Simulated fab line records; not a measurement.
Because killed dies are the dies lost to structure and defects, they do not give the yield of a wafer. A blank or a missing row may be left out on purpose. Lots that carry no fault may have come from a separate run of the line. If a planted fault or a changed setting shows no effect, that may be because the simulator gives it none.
fab line records    flow nand-harc
record lots=13  wafers=39  last-day=33
route steps=1302 shown A_CONTACT@1047 END@1302
lots that met no fault: from a run of the same line without faults
start-h: hours from the record's first day to the start of the lot's first wafer shown    wait-h: hours elapsed since this lot's preceding step    " same as the row above    L1.1+2: one row covering several wafers at once    - no value present, or no start provided    * or withheld: withheld    < > ~ a bound
route shown NAME@n: NAME is a module with steps in the file, n the number in the route of the first one    usual: mean/standard deviation of fault-free wafers    same: alike in all rows    chamber/n: place in a boat    sites: each site's reading    _std_site: the standard deviation of these    _edge_site: outer sites' mean less inner sites'    radius-mm: how far each site lies from the wafer's centre    mask NAME#n: copy n    behind: the most recent tool/chamber to have shaped the wafer    hold: why the lot went on hold/how many hours it stayed there/how the hold came to an end    device: transistor that didn't switch, given as n, p or np    end of line: tests of these same wafers at the route's end    a step without rows: its recipe alone    killed: at the first sort, the dies lost to defects and structure; wafer yield is something else    map: shows each die of a wafer: x if killed, . if not, _ if none is there
set.NAME: the setting as run; set.NAME@STEP: as run at that earlier step    model.NAME: the simulator's own value behind a step, which no gauge read
the route's steps for a sample of lots (tables are steps, rows are wafers)
services: from which hour (start-h, from the record's first day; less than 0 if before it) a tool's chamber was out of use, for how many hours, and why
## steps
# step NHARC_A_CONTACT_ETCH_124
# recipe source-w=withheld  pressure-mtorr=20  bias-v=withheld  time-s=140  target-depth-a=7000  ar-flow-sccm=withheld  c4f8-flow-sccm=withheld  o2-flow-sccm=withheld  chemistry=C4F8/O2/Ar
lot.wafer  tool             chamber  start-h  wait-h  rf-hours-counter-h
L182.1     har-cap-etch-03  1        493.29   -       36
L182.6     "                0        "        "       -
L182.5     "                1        "        "       -
L186.2     har-cap-etch-02  1        524.16   -       93
L186.1     "                0        "        "       93
L186.4     "                0        "        "       -
L185.2     har-cap-etch-01  0        542.28   -       3
L185.1     "                1        "        "       3
L185.6     "                1        "        "       -
L188.2     har-cap-etch-02  1        557.08   -       98
L188.4     "                1        "        "       -
L188.5     "                1        "        "       -
L189.3     har-cap-etch-02  0        571.23   -       -
L189.4     "                1        "        "       -
L189.6     "                1        "        "       -
L190.2     har-cap-etch-03  1        581.53   -       52
L190.6     "                0        "        "       -
L190.5     "                1        "        "       -
L197.1     har-cap-etch-03  0        638.87   -       64
L197.4     "                0        "        "       -
L197.6     "                1        "        "       -
L198.1     har-cap-etch-03  0        655.16   -       68
L198.3     "                1        "        "       -
L198.6     "                1        "        "       -
L199.1     har-cap-etch-01  1        655.66   -       27
L199.5     "                0        "        "       -
L199.6     "                1        "        "       -
L200.1     har-cap-etch-03  0        697.60   -       73
L200.4     "                1        "        "       -
L200.3     "                0        "        "       -
L203.2     har-cap-etch-03  1        712.86   -       76
L203.3     "                1        "        "       -
L203.6     "                1        "        "       -
L204.4     har-cap-etch-02  1        721.36   -       -
L204.3     "                0        "        "       -
L204.6     "                1        "        "       -
L205.1     har-cap-etch-01  0        731.46   -       42
L205.3     "                1        "        "       -
L205.6     "                0        "        "       -
# step NHARC_A_CONTACT_ETCH_127
# recipe source-w=withheld  pressure-mtorr=20  bias-v=3000  time-s=197  target-depth-a=19180  ar-flow-sccm=withheld  c4f8-flow-sccm=withheld  o2-flow-sccm=withheld  chemistry=C4F8/O2/Ar
lot.wafer  tool             chamber  start-h  wait-h  rf-hours-counter-h
L182.1     har-cap-etch-03  1        493.83   0.1     36
L182.6     "                0        "        "       -
L182.5     "                1        "        "       -
L186.2     har-cap-etch-02  1        524.71   0.1     93
L186.1     "                0        "        "       93
L186.4     "                0        "        "       -
L185.2     har-cap-etch-01  0        542.84   0.1     4
L185.1     "                1        "        "       4
L185.6     "                1        "        "       -
L188.2     har-cap-etch-02  1        557.62   0.1     99
L188.4     "                1        "        "       -
L188.5     "                1        "        "       -
L189.3     har-cap-etch-02  0        571.78   0.1     -
L189.4     "                1        "        "       -
L189.6     "                1        "        "       -
L190.2     har-cap-etch-03  1        582.08   0.1     53
L190.6     "                0        "        "       -
L190.5     "                1        "        "       -
L197.1     har-cap-etch-03  0        639.42   0.1     64
L197.4     "                0        "        "       -
L197.6     "                1        "        "       -
L198.1     har-cap-etch-03  0        655.71   0.1     68
L198.3     "                1        "        "       -
L198.6     "                1        "        "       -
L199.1     har-cap-etch-01  1        656.21   0.1     27
L199.5     "                0        "        "       -
L199.6     "                1        "        "       -
L200.1     har-cap-etch-03  0        698.15   0.1     73
L200.4     "                1        "        "       -
L200.3     "                0        "        "       -
L203.2     har-cap-etch-03  1        713.40   0.1     76
L203.3     "                1        "        "       -
L203.6     "                1        "        "       -
L204.4     har-cap-etch-02  1        721.90   0.1     -
L204.3     "                0        "        "       -
L204.6     "                1        "        "       -
L205.1     har-cap-etch-01  0        732.01   0.1     43
L205.3     "                1        "        "       -
L205.6     "                0        "        "       -
# step NHARC_A_CONTACT_ETCH_130
# recipe source-w=withheld  pressure-mtorr=20  bias-v=3000  time-s=197  target-depth-a=19180  ar-flow-sccm=withheld  c4f8-flow-sccm=withheld  o2-flow-sccm=withheld  chemistry=C4F8/O2/Ar
lot.wafer  tool             chamber  start-h  wait-h  rf-hours-counter-h
L182.1     har-cap-etch-03  1        494.36   0.1     37
L182.6     "                0        "        "       -
L182.5     "                1        "        "       -
L186.2     har-cap-etch-02  1        525.24   0.1     94
L186.1     "                0        "        "       94
L186.4     "                0        "        "       -
L185.2     har-cap-etch-01  0        543.37   0.2     4
L185.1     "                1        "        "       4
L185.6     "                1        "        "       -
L188.2     har-cap-etch-02  1        558.15   0.1     99
L188.4     "                1        "        "       -
L188.5     "                1        "        "       -
L189.3     har-cap-etch-02  0        572.31   0.1     -
L189.4     "                1        "        "       -
L189.6     "                1        "        "       -
L190.2     har-cap-etch-03  1        582.60   0.1     53
L190.6     "                0        "        "       -
L190.5     "                1        "        "       -
L197.1     har-cap-etch-03  0        639.95   0.1     65
L197.4     "                0        "        "       -
L197.6     "                1        "        "       -
L198.1     har-cap-etch-03  0        656.24   0.1     68
L198.3     "                1        "        "       -
L198.6     "                1        "        "       -
L199.1     har-cap-etch-01  1        656.73   0.1     28
L199.5     "                0        "        "       -
L199.6     "                1        "        "       -
L200.1     har-cap-etch-03  0        698.68   0.1     74
L200.4     "                1        "        "       -
L200.3     "                0        "        "       -
L203.2     har-cap-etch-03  1        713.93   0.1     77
L203.3     "                1        "        "       -
L203.6     "                1        "        "       -
L204.4     har-cap-etch-02  1        722.43   0.1     -
L204.3     "                0        "        "       -
L204.6     "                1        "        "       -
L205.1     har-cap-etch-01  0        732.54   0.1     43
L205.3     "                1        "        "       -
L205.6     "                0        "        "       -
# step NHARC_A_CONTACT_ETCH_91
# recipe target-depth-a=400  over-etch-frac=0.5  time-s=85.7  ion-energy-ev=120  ch3f-flow-sccm=50  o2-flow-sccm=30  ar-flow-sccm=200  rf-w=500  bias-w=100  chemistry=CH3F/O2
# usual drypump-motor-current-A=5.69/0.29  oes-product-au=0.94/0.034  rf-fwd-power-W=496.8/1.7  rf-vpp-V=244.6/2.3  showerhead-plenum-p-Torr=2.48/0.15  throttle-valve-pct=20.663/0.0095
lot.wafer  tool         chamber  start-h  wait-h  drypump-motor-current-A  oes-product-au  rf-fwd-power-W  rf-hours-counter-h  rf-vpp-V  showerhead-plenum-p-Torr  throttle-valve-pct
L182.1     rie-diel-12  0        495.70   0.7     5.56                     0.93            497.5           5                   246.5     2.66                      20.666
L182.5     "            1        "        "       6.03                     0.93            496.5           -                   241.8     2.28                      20.651
L182.6     "            2        "        "       5.89                     0.91            495.2           -                   242.6     2.29                      20.676
L186.2     rie-diel-12  1        526.56   0.7     6.03                     0.93            493.6           14                  242.0     2.28                      20.673
L186.1     "            2        "        "       5.91                     0.92            497.1           15                  241.6     2.29                      20.658
L186.4     "            3        "        "       5.49                     0.94            497.6           17                  245.9     2.57                      20.682
L185.2     rie-diel-10  1        544.82   0.8     5.19                     0.90            497.7           37                  244.5     2.53                      20.653
L185.1     "            3        "        "       6.09                     0.91            500.2           45                  244.7     2.43                      20.662
L185.6     "            3        "        "       6.10                     0.90            498.6           -                   245.5     2.43                      20.665
L188.2     rie-diel-12  2        559.50   0.8     5.90                     0.94            498.3           19                  241.5     2.29                      20.657
L188.5     "            0        "        "       5.56                     0.93            499.7           -                   247.0     2.65                      20.672
L188.4     "            1        "        "       6.06                     0.94            495.7           -                   241.3     2.28                      20.656
L189.4     rie-diel-12  2        573.57   0.5     5.90                     0.92            493.4           22                  243.3     2.28                      20.637
L189.3     "            3        "        "       5.46                     1.03            495.2           23                  245.5     2.57                      20.669
L189.6     "            3        "        "       5.44                     1.03            495.1           -                   245.2     2.57                      20.673
L190.2     rie-diel-12  1        583.92   0.7     6.06                     0.92            494.3           23                  240.2     2.27                      20.668
L190.6     "            3        "        "       5.46                     0.95            499.5           -                   245.9     2.57                      20.671
L190.5     "            0        "        "       5.56                     0.93            500.0           -                   245.6     2.65                      20.671
L197.1     rie-diel-12  1        641.26   0.7     6.05                     0.97            494.7           1                   247.0     2.66                      20.643
L197.4     "            0        "        "       5.55                     0.78            496.9           -                   245.6     2.65                      20.659
L197.6     "            3        "        "       5.45                     1.01            497.4           -                   244.2     2.57                      20.658
L198.1     rie-diel-12  0        657.57   0.7     5.54                     0.73            496.5           4                   248.0     2.65                      20.667
L198.3     "            1        "        "       6.02                     0.90            496.6           4                   247.1     2.66                      20.671
L198.6     "            3        "        "       5.42                     0.94            498.7           -                   246.0     2.56                      20.662
L199.1     rie-diel-12  0        658.02   0.6     5.55                     0.73            498.0           4                   246.7     2.65                      20.679
L199.5     "            0        "        "       5.55                     0.72            498.1           -                   248.0     2.65                      20.673
L199.6     "            1        "        "       6.02                     0.90            493.7           -                   245.5     2.66                      20.667
L200.3     rie-diel-05  2        699.98   0.5     5.54                     0.96            498.0           31                  244.4     2.38                      20.656
L200.4     "            3        "        "       5.65                     0.92            498.8           35                  247.4     2.60                      20.664
L200.1     "            0        "        "       5.78                     0.92            497.2           34                  245.7     2.46                      20.665
L203.3     rie-diel-12  3        715.25   0.5     5.47                     0.96            495.2           11                  245.1     2.56                      20.667
L203.2     "            0        "        "       5.55                     0.93            493.3           11                  246.1     2.64                      20.675
L203.6     "            1        "        "       6.06                     0.91            498.7           -                   247.1     2.66                      20.659
L204.3     rie-diel-12  3        723.69   0.5     5.45                     0.94            497.8           13                  246.1     2.56                      20.653
L204.4     "            2        "        "       5.86                     0.92            495.8           12                  242.3     2.28                      20.668
L204.6     "            0        "        "       5.55                     0.92            497.6           -                   246.6     2.64                      20.659
L205.3     rie-diel-05  3        733.86   0.6     5.68                     0.93            496.2           48                  247.2     2.59                      20.656
L205.1     "            0        "        "       5.77                     0.94            495.8           48                  244.8     2.46                      20.648
L205.6     "            1        "        "       5.15                     0.92            496.8           -                   242.3     2.35                      20.660
# step NHARC_END_SORT_01
# recipe temp-c=25
# usual killed-at-array=52/17  killed-at-other=1.2/1.4  killed-at-periphery=4.7/2.9  killed-dies=58/17  killed-open=3.2/1.9  killed-short=2.4/1.4
# same gross-dies=677
lot.wafer  tool       chamber  start-h  wait-h  killed-at-array  killed-at-other  killed-at-periphery  killed-dies  killed-open  killed-short
L182.1     prober-02  0        549.16   2.5     67               0                7                    74           3            2
L182.5     prober-02  0        552.36   3.7     69               0                6                    75           1            1
L182.6     prober-02  0        553.16   4.0     63               2                2                    67           2            1
L186.1     prober-01  0        583.70   2.5     63               0                7                    70           5            1
L186.2     prober-01  0        584.48   2.8     61               2                2                    65           2            2
L186.4     prober-01  0        586.05   3.4     56               3                4                    63           5            0
L185.1     prober-02  0        598.72   2.5     73               2                2                    77           2            1
L185.2     prober-02  0        599.51   2.8     41               0                1                    42           2            3
L185.6     prober-02  0        602.67   3.9     47               1                2                    50           3            4
L188.2     prober-01  0        617.23   2.8     44               0                3                    47           4            2
L188.4     prober-01  0        618.85   3.4     40               2                4                    46           2            3
L188.5     prober-01  0        619.66   3.7     50               1                3                    54           2            2
L189.3     prober-01  0        629.77   3.1     49               2                11                   62           9            5
L189.4     prober-01  0        630.56   3.4     51               2                4                    57           5            3
L189.6     prober-01  0        632.16   4.0     31               1                8                    40           2            5
L190.2     prober-02  0        643.63   2.8     69               0                2                    71           2            1
L190.5     prober-02  0        646.03   3.7     81               0                6                    87           8            3
L190.6     prober-02  0        646.83   4.0     63               0                2                    65           1            2
L197.1     prober-01  0        697.97   2.5     47               0                2                    49           5            3
L197.4     prober-01  0        700.40   3.4     63               0                1                    64           5            2
L197.6     prober-01  0        702.01   4.0     65               2                0                    67           0            5
L199.1     prober-02  0        715.31   2.5     79               3                6                    88           3            2
L199.5     prober-02  0        718.48   3.7     78               2                4                    84           4            2
L199.6     prober-02  0        719.27   4.0     89               1                4                    94           5            1
L198.1     prober-01  0        715.33   2.5     31               1                6                    38           6            3
L198.3     prober-01  0        716.94   3.1     28               0                4                    32           3            3
L198.6     prober-01  0        719.35   4.0     15               0                1                    16           2            1
L200.1     prober-02  0        764.96   2.5     37               0                4                    41           3            3
L200.3     prober-02  0        766.54   3.1     25               1                8                    34           1            3
L200.4     prober-02  0        767.33   3.4     34               3                8                    45           2            2
L203.2     prober-02  0        773.68   2.8     45               0                2                    47           1            1
L203.3     prober-02  0        774.48   3.1     39               2                8                    49           6            3
L203.6     prober-02  0        776.88   4.0     27               5                2                    34           1            1
L204.3     prober-01  0        780.17   3.1     38               0                6                    44           2            4
L204.4     prober-01  0        780.97   3.4     53               3                7                    63           2            3
L204.6     prober-01  0        782.57   4.0     47               3                3                    53           6            3
L205.1     prober-01  0        789.66   2.5     43               0                3                    46           4            3
L205.3     prober-01  0        791.24   3.1     37               0                3                    40           2            1
L205.6     prober-01  0        793.61   4.0     50               0                2                    52           2            1
# killed by level:class
L182.1 A_CHANNEL_HOLE_D1:chamber-film-flake=29 A_CHANNEL_HOLE_D2:chamber-film-flake=13 A_SLIT:chamber-film-flake=11 A_STAIRCASE:chamber-film-flake=4 A_CONTACT:chamber-film-flake=3 P_STI:chamber-film-flake=2 P_BONDPAD:chamber-film-flake=2 P_BONDPAD:geometric-particle:open=1
L182.5 A_CHANNEL_HOLE_D2:chamber-film-flake=22 A_SLIT:chamber-film-flake=19 A_CHANNEL_HOLE_D1:chamber-film-flake=15 P_BONDPAD:chamber-film-flake=5 A_STAIRCASE:chamber-film-flake=5 A_DECK1_JOINT:chamber-film-flake=2 A_CHANNEL_FILL_D2:chamber-film-flake=2 A_CHANNEL_HOLE_D1:geometric-particle:short=1
L182.6 A_CHANNEL_HOLE_D1:chamber-film-flake=19 A_SLIT:chamber-film-flake=17 A_CHANNEL_HOLE_D2:chamber-film-flake=16 A_STAIRCASE:chamber-film-flake=6 THIN_TSV:chamber-film-flake=2 P_M2:geometric-particle:open=1 A_CHANNEL_FILL_D1:geometric-particle:open=1 A_ONON_D2:geometric-particle:short=1
L186.1 A_CHANNEL_HOLE_D1:chamber-film-flake=31 A_SLIT:chamber-film-flake=16 A_CONTACT:chamber-film-flake=5 A_CHANNEL_HOLE_D2:chamber-film-flake=4 P_CONTACT:chamber-film-flake=3 P_CONTACT:geometric-particle:open=2 A_ONON_D2:geometric-particle:open=2 P_ZERO_WELL:chamber-film-flake=2
L186.2 A_SLIT:chamber-film-flake=25 A_CHANNEL_HOLE_D1:chamber-film-flake=16 A_CHANNEL_HOLE_D2:chamber-film-flake=7 A_CONTACT:chamber-film-flake=5 P_CONTACT:chamber-film-flake=2 A_STAIRCASE:chamber-film-flake=2 THIN_TSV:chamber-film-flake=2 A_CHANNEL_FILL_D1:geometric-particle:open=1
L186.4 A_SLIT:chamber-film-flake=23 A_CHANNEL_HOLE_D1:chamber-film-flake=19 A_CHANNEL_HOLE_D2:chamber-film-flake=5 A_CONTACT:chamber-film-flake=3 THIN_TSV:chamber-film-flake=3 P_M2:chamber-film-flake=2 P_GATE:geometric-particle:open=1 A_DECK1_JOINT:geometric-particle:open=1
L185.1 A_SLIT:chamber-film-flake=35 A_CHANNEL_HOLE_D2:chamber-film-flake=26 A_STAIRCASE:chamber-film-flake=4 A_CONTACT:chamber-film-flake=3 P_M2:chamber-film-flake=2 THIN_TSV:chamber-film-flake=2 A_CHANNEL_FILL_D1:geometric-particle:open=1 A_ONON_D2:geometric-particle:open=1
L185.2 A_SLIT:chamber-film-flake=17 A_CHANNEL_HOLE_D2:chamber-film-flake=14 A_CHANNEL_FILL_D1:geometric-particle:open=1 A_DECK1_JOINT:geometric-particle:short=1 A_CHANNEL_FILL_D2:geometric-particle:short=1 A_CONTACT:geometric-particle:open=1 A_BLC:geometric-particle:short=1 P_CONTACT:chamber-film-flake=1
L185.6 A_CHANNEL_HOLE_D2:chamber-film-flake=15 A_SLIT:chamber-film-flake=15 A_STAIRCASE:chamber-film-flake=7 A_CHANNEL_FILL_D1:geometric-particle:short=2 A_CHANNEL_HOLE_D1:chamber-film-flake=2 P_GATE:geometric-particle:short=1 A_CHANNEL_FILL_D1:geometric-particle:open=1 A_ONON_D2:geometric-particle:open=1
L188.2 A_CHANNEL_HOLE_D1:chamber-film-flake=15 A_CHANNEL_HOLE_D2:chamber-film-flake=13 A_CONTACT:chamber-film-flake=4 A_STAIRCASE:chamber-film-flake=2 A_WL_FILL:chamber-film-flake=2 A_M1:chamber-film-flake=2 P_STI:geometric-particle:open=1 P_M0:geometric-particle:open=1
L188.4 A_CHANNEL_HOLE_D1:chamber-film-flake=15 A_CHANNEL_HOLE_D2:chamber-film-flake=6 A_CONTACT:chamber-film-flake=5 A_CHANNEL_FILL_D1:chamber-film-flake=3 P_GATE:chamber-film-flake=3 A_M1:chamber-film-flake=3 A_CHANNEL_FILL_D2:geometric-particle:open=2 THIN_TSV:chamber-film-flake=2
L188.5 A_CHANNEL_HOLE_D1:chamber-film-flake=28 A_CHANNEL_HOLE_D2:chamber-film-flake=9 A_CONTACT:chamber-film-flake=5 A_M1:chamber-film-flake=3 P_ZERO_WELL:chamber-film-flake=2 A_CHANNEL_FILL_D2:geometric-particle:short=1 A_STAIRCASE:geometric-particle:open=1 A_STAIRCASE:geometric-particle:short=1
L189.3 A_SLIT:chamber-film-flake=21 A_CONTACT:chamber-film-flake=7 A_CHANNEL_HOLE_D2:chamber-film-flake=6 A_WL_FILL:geometric-particle:short=3 P_STI:chamber-film-flake=3 P_GATE:chamber-film-flake=3 P_M0:geometric-particle:open=2 A_ONON_D2:geometric-particle:open=2
L189.4 A_SLIT:chamber-film-flake=24 A_CONTACT:chamber-film-flake=7 A_CHANNEL_HOLE_D2:chamber-film-flake=6 A_STAIRCASE:chamber-film-flake=4 P_STI:chamber-film-flake=3 A_ONON_D2:geometric-particle:open=2 A_DECK1_JOINT:chamber-film-flake=2 THIN_TSV:chamber-film-flake=2
L189.6 A_SLIT:chamber-film-flake=16 A_CHANNEL_HOLE_D2:chamber-film-flake=5 A_CONTACT:chamber-film-flake=3 P_GATE:chamber-film-flake=2 P_BONDPAD:chamber-film-flake=2 A_DECK1_JOINT:chamber-film-flake=2 P_GATE:geometric-particle:open=1 P_GATE:geometric-particle:short=1
L190.2 A_SLIT:chamber-film-flake=30 A_CHANNEL_HOLE_D2:chamber-film-flake=15 A_CHANNEL_HOLE_D1:chamber-film-flake=14 A_DECK1_JOINT:chamber-film-flake=2 A_STAIRCASE:chamber-film-flake=2 A_WL_FILL:chamber-film-flake=2 P_CONTACT:geometric-particle:open=1 A_DECK1_JOINT:geometric-particle:open=1
L190.5 A_SLIT:chamber-film-flake=23 A_CHANNEL_HOLE_D2:chamber-film-flake=22 A_CHANNEL_HOLE_D1:chamber-film-flake=22 P_M0:geometric-particle:open=3 A_CONTACT:chamber-film-flake=3 A_M0:geometric-particle:short=2 A_M0:geometric-particle:open=2 A_CHANNEL_FILL_D2:chamber-film-flake=2
L190.6 A_SLIT:chamber-film-flake=32 A_CHANNEL_HOLE_D2:chamber-film-flake=13 A_CHANNEL_HOLE_D1:chamber-film-flake=12 P_GATE:chamber-film-flake=2 A_CONTACT:chamber-film-flake=2 A_ONON_D2:geometric-particle:short=1 A_CHANNEL_FILL_D2:geometric-particle:open=1 A_WL_FILL:geometric-particle:short=1
L197.1 A_CHANNEL_HOLE_D1:chamber-film-flake=19 A_SLIT:chamber-film-flake=14 A_CHANNEL_FILL_D2:chamber-film-flake=2 A_STAIRCASE:chamber-film-flake=2 A_SGD_CUT:chamber-film-flake=2 P_CONTACT:geometric-particle:short=1 A_CHANNEL_HOLE_D1:geometric-particle:open=1 A_DECK1_JOINT:geometric-particle:open=1
L197.4 A_SLIT:chamber-film-flake=25 A_CHANNEL_HOLE_D1:chamber-film-flake=18 A_CONTACT:chamber-film-flake=7 A_DECK1_JOINT:geometric-particle:short=2 A_DECK1_JOINT:geometric-particle:open=2 A_SGD_CUT:chamber-film-flake=2 A_CHANNEL_FILL_D1:geometric-particle:open=1 A_CHANNEL_HOLE_D2:geometric-particle:open=1
L197.6 A_SLIT:chamber-film-flake=34 A_CHANNEL_HOLE_D1:chamber-film-flake=15 A_CONTACT:chamber-film-flake=4 A_CHANNEL_FILL_D2:chamber-film-flake=2 A_STAIRCASE:chamber-film-flake=2 A_SGD_CUT:chamber-film-flake=2 A_SOURCE_PLATE:geometric-particle:short=1 A_ONON_D1:geometric-particle:short=1
L199.1 A_SLIT:chamber-film-flake=35 A_CHANNEL_HOLE_D1:chamber-film-flake=18 A_CHANNEL_HOLE_D2:chamber-film-flake=12 A_STAIRCASE:chamber-film-flake=3 THIN_TSV:chamber-film-flake=3 P_M1:chamber-film-flake=2 A_DECK1_JOINT:chamber-film-flake=2 A_CHANNEL_FILL_D2:chamber-film-flake=2
L198.1 A_CHANNEL_HOLE_D1:chamber-film-flake=9 A_SLIT:chamber-film-flake=6 A_STAIRCASE:chamber-film-flake=3 A_CONTACT:chamber-film-flake=3 P_GATE:chamber-film-flake=2 A_CHANNEL_FILL_D2:chamber-film-flake=2 P_CONTACT:geometric-particle:short=1 P_M1:geometric-particle:open=1
L198.3 A_CHANNEL_HOLE_D1:chamber-film-flake=7 A_STAIRCASE:chamber-film-flake=6 A_CONTACT:chamber-film-flake=6 P_GATE:chamber-film-flake=4 A_CHANNEL_FILL_D2:chamber-film-flake=2 A_SOURCE_PLATE:geometric-particle:open=1 A_ONON_D1:geometric-particle:short=1 A_ONON_D2:geometric-particle:short=1
L199.5 A_CHANNEL_HOLE_D2:chamber-film-flake=26 A_SLIT:chamber-film-flake=25 A_CHANNEL_HOLE_D1:chamber-film-flake=15 A_CONTACT:chamber-film-flake=6 P_CONTACT:geometric-particle:open=1 P_M0:geometric-particle:open=1 A_ONON_D1:geometric-particle:open=1 A_DECK1_JOINT:geometric-particle:short=1
L199.6 A_SLIT:chamber-film-flake=36 A_CHANNEL_HOLE_D1:chamber-film-flake=26 A_CHANNEL_HOLE_D2:chamber-film-flake=14 A_CHANNEL_FILL_D1:chamber-film-flake=6 P_M1:chamber-film-flake=3 A_CHANNEL_FILL_D2:geometric-particle:open=2 P_M0:geometric-particle:open=1 A_CHANNEL_HOLE_D1:geometric-particle:open=1
L198.6 A_SLIT:chamber-film-flake=5 A_CHANNEL_HOLE_D1:chamber-film-flake=3 A_CONTACT:chamber-film-flake=2 P_CONTACT:geometric-particle:open=1 A_SOURCE_PLATE:geometric-particle:open=1 A_WL_FILL:geometric-particle:short=1 A_CHANNEL_FILL_D2:chamber-film-flake=1 A_STAIRCASE:chamber-film-flake=1
L200.1 A_CHANNEL_HOLE_D1:chamber-film-flake=12 A_CONTACT:chamber-film-flake=10 A_SLIT:chamber-film-flake=4 A_WL_FILL:chamber-film-flake=4 P_BONDPAD:chamber-film-flake=3 A_ONON_D1:geometric-particle:open=2 A_STAIRCASE:chamber-film-flake=2 P_M0:geometric-particle:open=1
L200.3 A_CHANNEL_HOLE_D1:chamber-film-flake=12 A_CONTACT:chamber-film-flake=6 P_BONDPAD:chamber-film-flake=5 A_SLIT:chamber-film-flake=3 P_M0:geometric-particle:short=1 A_CHANNEL_FILL_D1:geometric-particle:open=1 A_ONON_D2:geometric-particle:short=1 A_SGD_CUT:geometric-particle:short=1
L200.4 A_CHANNEL_HOLE_D1:chamber-film-flake=13 P_BONDPAD:chamber-film-flake=6 A_SLIT:chamber-film-flake=6 A_CONTACT:chamber-film-flake=5 A_ZERO_WELL:chamber-film-flake=2 A_DECK1_JOINT:chamber-film-flake=2 A_STAIRCASE:chamber-film-flake=2 A_WL_FILL:chamber-film-flake=2
L203.2 A_CHANNEL_HOLE_D1:chamber-film-flake=18 A_SLIT:chamber-film-flake=13 A_M1:chamber-film-flake=6 A_STAIRCASE:chamber-film-flake=4 A_DECK1_JOINT:chamber-film-flake=2 A_DECK1_JOINT:geometric-particle:short=1 A_WL_FILL:geometric-particle:open=1 P_STI:chamber-film-flake=1
L203.3 A_CHANNEL_HOLE_D1:chamber-film-flake=23 A_STAIRCASE:chamber-film-flake=4 A_SLIT:chamber-film-flake=4 P_CONTACT:geometric-particle:open=2 P_M2:chamber-film-flake=2 A_CONTACT:chamber-film-flake=2 THIN_TSV:chamber-film-flake=2 P_CONTACT:geometric-particle:short=1
L203.6 A_CHANNEL_HOLE_D1:chamber-film-flake=12 A_SLIT:chamber-film-flake=4 THIN_TSV:chamber-film-flake=4 A_CONTACT:chamber-film-flake=3 A_M1:chamber-film-flake=3 A_STAIRCASE:chamber-film-flake=2 P_STI:geometric-particle:short=1 A_M0:geometric-particle:open=1
L204.3 A_CHANNEL_HOLE_D2:chamber-film-flake=16 A_CONTACT:chamber-film-flake=9 A_SLIT:chamber-film-flake=5 P_ZERO_WELL:chamber-film-flake=3 P_M2:chamber-film-flake=2 A_STAIRCASE:chamber-film-flake=2 P_GATE:geometric-particle:open=1 A_ONON_D1:geometric-particle:short=1
L204.4 A_CHANNEL_HOLE_D2:chamber-film-flake=23 A_SLIT:chamber-film-flake=10 A_CONTACT:chamber-film-flake=9 A_STAIRCASE:chamber-film-flake=8 P_ZERO_WELL:chamber-film-flake=3 P_M2:chamber-film-flake=2 THIN_TSV:chamber-film-flake=2 P_STI:geometric-particle:open=1
L204.6 A_CHANNEL_HOLE_D2:chamber-film-flake=16 A_CONTACT:chamber-film-flake=14 A_STAIRCASE:chamber-film-flake=4 A_SLIT:chamber-film-flake=3 A_WL_FILL:geometric-particle:open=2 THIN_TSV:chamber-film-flake=2 P_GATE:geometric-particle:short=1 A_SOURCE_PLATE:geometric-particle:open=1
L205.1 A_SLIT:chamber-film-flake=25 A_CONTACT:chamber-film-flake=6 A_CHANNEL_HOLE_D2:chamber-film-flake=5 A_WL_FILL:geometric-particle:open=2 P_GATE:chamber-film-flake=2 A_ONON_D2:geometric-particle:short=1 A_CHANNEL_FILL_D2:geometric-particle:open=1 A_SGD_CUT:geometric-particle:short=1
L205.3 A_SLIT:chamber-film-flake=21 A_CHANNEL_HOLE_D2:chamber-film-flake=6 A_WL_FILL:chamber-film-flake=3 A_CONTACT:chamber-film-flake=3 A_ONON_D1:geometric-particle:open=1 A_DECK1_JOINT:geometric-particle:short=1 A_WL_FILL:geometric-particle:open=1 P_ZERO_WELL:chamber-film-flake=1
L205.6 A_SLIT:chamber-film-flake=35 A_CHANNEL_HOLE_D2:chamber-film-flake=4 A_DECK1_JOINT:chamber-film-flake=2 A_CONTACT:chamber-film-flake=2 A_ONON_D2:geometric-particle:open=1 A_SGD_CUT:geometric-particle:open=1 A_WL_FILL:geometric-particle:short=1 P_STI:chamber-film-flake=1
## services
tool             chamber  start-h  hours  kind
rie-diel-12      2        471.53   4.4    repair
rie-diel-12      0        478.90   -      clean
rie-diel-12      1        478.90   -      clean
rie-diel-12      2        478.90   -      clean
rie-diel-12      3        478.90   -      clean
rie-diel-12      0        479.83   3.0    repair
rie-diel-10      1        482.68   6.5    repair
har-cap-etch-01  -        497.00   17.0   pm
rie-diel-12      0        503.40   -      clean
rie-diel-12      1        503.40   -      clean
rie-diel-12      2        503.40   -      clean
rie-diel-12      3        503.40   -      clean
rie-diel-10      2        543.91   4.8    repair
har-cap-etch-03  -        556.03   13.1   repair
rie-diel-05      -        561.39   0.7    repair
rie-diel-05      1        576.02   10.6   repair
rie-diel-05      -        587.51   9.0    pm
rie-diel-10      -        598.86   9.0    pm
rie-diel-12      -        622.40   9.0    pm
rie-diel-05      -        622.42   1.1    repair
rie-diel-12      2        632.62   14.1   repair
rie-diel-10      0        635.75   1.2    repair
har-cap-etch-02  -        690.62   11.0   repair
rie-diel-10      1        698.98   18.1   repair
## key
first-sign step=NHARC_A_CONTACT_ETCH_91  reading=oes-product-au  direction=down  sigmas=5.9  usual=0.94  struck=0.74
effect none on later readings
met-at NHARC_A_CONTACT_ETCH_91
struck-lots L197,L198,L199
struck-wafers L197.4,L198.1,L199.1,L199.5
tester-left-out L197,L198,L199
not-acting-at NHARC_A_CONTACT_ETCH_124,NHARC_A_CONTACT_ETCH_127,NHARC_A_CONTACT_ETCH_130
onset-between 583.92 641.26
fault kind=process-parameter-drift  tool=rie-diel-12  chamber=0  onset-h=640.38  steps=NHARC_A_CONTACT_ETCH_91  channel=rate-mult  offset=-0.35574  shape=step  end-h=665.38
# tester-left-out: of these lots the tester's yield and bins aren't shown, on N5 and GAA mostly nor the transistor test; their killed dies are dies lost to structure and defects alone, not to doping, threshold or leakage, so they don't give the yield
